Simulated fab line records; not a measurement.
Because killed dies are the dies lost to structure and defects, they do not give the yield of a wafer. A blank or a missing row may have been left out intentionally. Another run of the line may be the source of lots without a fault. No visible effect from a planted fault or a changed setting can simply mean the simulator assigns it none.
Which tool was responsible? ; flow nand-harc ; 10 lots, 30 wafers sampled, at 7 steps of a route of 1302

== WHAT EACH GAUGE READ, for each wafer ==
NHARC_A_M0_CD_MEAS_09: the cd target is 80 nm.
lot;measured;on;cd-nm (nm)
L853;day 23 10:35;cd-sem-03;80.9 79.7 80.5
L854;day 24 11:10;cd-sem-03;79.1 79.1 79.2
L856;day 24 22:07;cd-sem-01;80.3 80.1 80.3
L855;day 25 12:17;cd-sem-01;79.0 78.7 79.3
L857;day 26 08:04;cd-sem-03;79.1 80.7 80.0
L863;day 27 18:50;cd-sem-02;85.6 84.1 80.7
L873;day 31 01:38;cd-sem-01;80.2 81.1 80.8
L871;day 31 01:58;cd-sem-03;78.5 78.5 78.0
L872;day 31 07:22;cd-sem-02;81.1 80.7 81.0
L874;day 32 18:43;cd-sem-02;78.5 78.8 78.0

NHARC_A_M0_CD_MEAS_16.
lot;measured;on;cd-nm (nm)
L853;day 23 11:04;cd-sem-01;80.7 79.4 80.6
L854;day 24 11:38;cd-sem-03;79.6 79.6 79.4
L856;day 24 22:36;cd-sem-01;80.5 78.9 80.0
L855;day 25 12:46;cd-sem-03;79.5 80.1 79.7
L857;day 26 08:34;cd-sem-03;79.7 79.1 79.9
L863;day 27 19:20;cd-sem-01;84.3 83.1 79.4
L873;day 31 02:08;cd-sem-01;80.0 80.3 81.1
L871;day 31 02:27;cd-sem-02;78.8 79.7 78.2
L872;day 31 07:51;cd-sem-01;80.8 81.5 79.9
L874;day 32 19:32;cd-sem-03;78.5 79.7 78.1

NHARC_END_SORT_01.
lot;measured;on;defect-limited-yield (%);killed-at-array;killed-at-other;killed-at-periphery;killed-dies;killed-open;killed-short;sort_bin_2_pct (%);sort_bin_3_pct (%);sort_bin_4_pct (%);sort-n-pass;sort-rim-yield-pct (%);sort-yield-pct (%)
L854;day 26 13:32;prober-01;94.2 95.0 94.7;35 29 32;0 1 0;4 4 4;39 34 36;6 4 8;1 1 1;1.2 2.1 1.5;0.9 0.4 0.6;3.7 2.5 3.2;638 643 641;87 89 90;94.2 95.0 94.7
L871;day 32 21:48;prober-02;93.8 91.7 91.9;41 54 51;0 1 2;1 1 2;42 56 55;3 5 7;0 1 1;2.4 2.8 1.5;0.3 1.2 0.9;3.5 4.3 5.8;635 621 622;89 80 84;93.8 91.7 91.9
L874;day 34 12:29;prober-01;92.6 90.5 90.8;47 64 57;0 0 0;3 0 5;50 64 62;1 3 7;1 1 1;3.1 2.7 2.7;1.0 1.2 0.9;3.2 5.6 5.6;627 613 615;84 82 84;92.6 90.5 90.8

== WHICH TOOL RAN EACH LOT (tool, then ch and the chambers of the sampled wafers, then the start) ==
lot;NHARC_A_BLC_STRIP_29;NHARC_A_BLC_STRIP_21;NHARC_A_M0_PEB_07;NHARC_A_M0_ETCH_15
L853;rie-diel-07 ch 0,1,2, day 23 07:49;rie-diel-07 ch 0,1,3, day 23 07:55;litho-track-06 ch 0, day 23 10:31;rie-diel-01 ch 0,1, day 23 11:04 or earlier
L854;rie-diel-07 ch 0,3, day 24 08:19;rie-diel-07 ch 0,3, day 24 08:25;litho-track-04 ch 0, day 24 11:05;rie-diel-06 ch 0,2, day 24 11:38 or earlier
L856;rie-diel-07 ch 0,1,3, day 24 19:19;rie-diel-07 ch 0,1,2, day 24 19:26;litho-track-06 ch 0, day 24 22:02;rie-diel-06 ch 0,1,3, day 24 22:36 or earlier
L855;rie-diel-07 ch 0,1,3, day 25 09:29;rie-diel-07 ch 0,1,3, day 25 09:36;litho-track-01 ch 0, day 25 12:11;rie-diel-06 ch 0,1, day 25 12:46 or earlier
L857;rie-diel-13 ch 0,1,2, day 26 05:25;rie-diel-13 ch 0,2,3, day 26 05:31;litho-track-06 ch 0, day 26 07:59;rie-diel-01 ch 0,1,2, day 26 08:34 or earlier
L863;rie-diel-04 ch 0,1, day 27 16:00;rie-diel-04 ch 0,1, day 27 16:07;litho-track-06 ch 0, day 27 18:45;rie-diel-01 ch 0,1,3, day 27 19:20 or earlier
L873;rie-diel-07 ch 0,1,3, day 30 22:51;rie-diel-07 ch 1,3, day 30 22:57;litho-track-01 ch 0, day 31 01:33;rie-diel-10 ch 1,2,3, day 31 02:08 or earlier
L871;rie-diel-13 ch 1,2,3, day 30 23:10;rie-diel-13 ch 0,2,3, day 30 23:15;litho-track-04 ch 0, day 31 01:53;rie-diel-06 ch 0,1,2, day 31 02:27 or earlier
L872;rie-diel-04 ch 0,1, day 31 04:32;rie-diel-04 ch 2,3, day 31 04:39;litho-track-06 ch 0, day 31 07:16;rie-diel-06 ch 0,1,3, day 31 07:51 or earlier
L874;rie-diel-04 ch 0,2,3, day 32 15:54;rie-diel-04 ch 0,1,3, day 32 15:59;litho-track-04 ch 0, day 32 18:37;rie-diel-10 ch 0,2, day 32 19:32 or earlier
- NHARC_A_BLC_STRIP_29: strips in CF4.
- NHARC_A_BLC_STRIP_21: strips in O2.
- NHARC_A_M0_PEB_07: peb time 65 s.
- NHARC_A_M0_ETCH_15: etches the open film in C4F8/Ar, target depth 150 nm, overetch 15 nm, time 82.5 s.

== WHAT THE TOOLS THEMSELVES READ (means of the sampled wafers that have a number; where no wafer has one, the mark that the record gives instead) ==
NHARC_A_BLC_STRIP_29.
lot;tool;cf4-flow-sccm (sccm);drypump-motor-current-A (A);oes-product-au (a.u.);rf-vpp-V (V);showerhead-plenum-p-Torr (Torr);throttle-valve-pct (%)
L853;rie-diel-07;149.8;5.6;1.007;59.6;1.70;13.274
L854;rie-diel-07;150.1;6.2;0.998;58.5;1.82;13.280
L856;rie-diel-07;149.9;5.9;0.995;59.0;1.76;13.287
L855;rie-diel-07;149.9;5.9;0.993;58.7;1.76;13.278
L857;rie-diel-13;149.9;5.9;1.003;59.1;1.68;13.285
L863;rie-diel-04;150.2;5.2;1.012;58.9;1.82;13.282
L873;rie-diel-07;149.7;5.9;1.014;59.8;1.75;13.288
L871;rie-diel-13;150.1;5.7;0.994;59.4;1.79;13.286
L872;rie-diel-04;150.1;5.2;1.007;59.4;1.82;13.279
L874;rie-diel-04;149.6;5.6;1.010;59.4;1.75;13.291

NHARC_A_BLC_STRIP_21.
lot;tool;drypump-motor-current-A (A);oes-product-au (a.u.);rf-vpp-V (V);showerhead-plenum-p-Torr (Torr);throttle-valve-pct (%)
L853;rie-diel-07;5.9;1.008;58.5;3.51;17.040
L854;rie-diel-07;6.3;0.991;56.5;3.63;17.040
L856;rie-diel-07;5.6;0.995;57.3;3.39;17.044
L855;rie-diel-07;6.0;0.997;58.0;3.51;17.040
L857;rie-diel-13;5.7;1.004;57.3;3.48;17.044
L863;rie-diel-04;5.4;1.004;58.5;3.62;17.030
L873;rie-diel-07;5.7;1.009;58.2;3.50;17.039
L871;rie-diel-13;5.6;1.004;57.5;3.46;17.039
L872;rie-diel-04;6.2;1.007;57.1;3.42;17.036
L874;rie-diel-04;5.7;1.010;57.8;3.54;17.043

NHARC_A_M0_PEB_07.
lot;tool;chill-plate-temp-C (C)
L853;litho-track-06;22.95
L854;litho-track-04;22.94
L856;litho-track-06;23.05
L855;litho-track-01;22.98
L857;litho-track-06;22.96
L863;litho-track-06;22.99
L873;litho-track-01;23.15
L871;litho-track-04;22.91
L872;litho-track-06;22.98
L874;litho-track-04;23.09

NHARC_A_M0_ETCH_15.
lot;tool;oes-product-au (a.u.);rf-vpp-V (V)
L853;rie-diel-01;0.928;441.8
L854;rie-diel-06;0.969;439.2
L856;rie-diel-06;0.973;442.7
L855;rie-diel-06;0.971;442.8
L857;rie-diel-01;0.967;440.8
L863;rie-diel-01;0.924;440.7
L873;rie-diel-10;0.930;440.3
L871;rie-diel-06;0.949;439.7
L872;rie-diel-06;0.969;442.1
L874;rie-diel-10;0.970;442.1

== THE ANSWER, worked out from the rows above alone ==
Rule: what is usual is taken from the lots themselves. The widest of any qualifying gaps counts: lots, ordered by their means at a reading, are off when they make up no more than a third of the lots, leave a main group of 4 or more, and stand apart from it by 3 or more times the standard deviation of that group's means. A main group is skipped when, at the precision printed for the reading in the tables above, its means are all equal. A lot without any number at a reading at which 4 lots or more have one is off too. The other lots that the step has rows for count as sound. The gauges are gone through in route order, then the tools' own readings, and for those a lot's mean is taken as printed above. The first step at which some lot is off is used, and at that step the reading that is off furthest; a lot without a number counts as furthest.
No lot is off on any of the readings shown, so nothing can be concluded from this.

== WHAT WAS PUT IN BY THE SIMULATOR ==
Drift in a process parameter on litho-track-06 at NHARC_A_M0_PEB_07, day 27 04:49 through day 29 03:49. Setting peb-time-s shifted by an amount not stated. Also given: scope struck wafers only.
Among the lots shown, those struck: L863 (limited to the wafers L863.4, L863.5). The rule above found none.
